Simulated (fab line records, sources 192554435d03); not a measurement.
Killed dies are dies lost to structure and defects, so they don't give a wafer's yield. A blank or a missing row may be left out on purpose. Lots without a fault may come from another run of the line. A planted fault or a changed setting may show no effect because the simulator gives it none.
Chamber matching | flow n5_finfet | N5_BEOL_M0_SAQP_ETCH_83 on rie_diel-05: 4 sister chambers
The step etches SiARC in CF4, target depth 39 nm, time 65 s. 8 wafers are shown with their chamber, then 10 later ones without.

WAFERS WITH THEIR CHAMBER
wafer  | chamber | throttle_valve_pct (%) | showerhead_plenum_p_Torr (Torr)
L078.2 | 0       | 16.01                  | 2.21
L078.5 | 0       | 16.01                  | 2.21
L082.5 | 1       | 15.73                  | 2.05
L084.2 | 3       | 15.36                  | 2.08
L084.5 | 1       | 15.74                  | 2.04
L084.6 | 2       | 15.50                  | 2.17
L089.1 | 2       | 15.49                  | 2.17
L089.5 | 3       | 15.37                  | 2.08

WAFERS WITHOUT THEIR CHAMBER
wafer  | throttle_valve_pct (%) | showerhead_plenum_p_Torr (Torr)
L089.6 | 16.04                  | 2.21
L090.3 | 15.76                  | 2.04
L090.5 | 15.39                  | 2.08
L090.6 | 16.05                  | 2.21
L091.1 | 16.07                  | 2.21
L091.4 | 15.76                  | 2.04
L091.5 | 16.05                  | 2.21
L097.1 | 15.39                  | 2.07
L097.3 | 16.05                  | 2.20
L097.5 | 15.54                  | 2.17

WHICH CHAMBER EACH WENT THROUGH
wafer  | from the rows above | in truth
L089.6 | 0                   | 0
L090.3 | 1                   | 1
L090.5 | 3                   | 3
L090.6 | 0                   | 0
L091.1 | 0                   | 0
L091.4 | 1                   | 1
L091.5 | 0                   | 0
L097.1 | 3                   | 3
L097.3 | 0                   | 0
L097.5 | 2                   | 2
Placed correctly: 10 of 10. Can't be placed from these rows: 0. Placed wrongly: 0.
How it was worked out, from the rows above alone: a wafer's distance from a chamber is the root of the sum, over the readings, of the square of ((its reading less the chamber's mean) divided by the reading's scatter). The wafer belongs to the nearest chamber; if the next one is less than 2 further off, it can't be placed. A chamber's mean is the mean of its shown wafers. The scatter: the root of (the sum of the squares of (reading less its chamber's mean) over the shown wafers, divided by (wafers less chambers)).
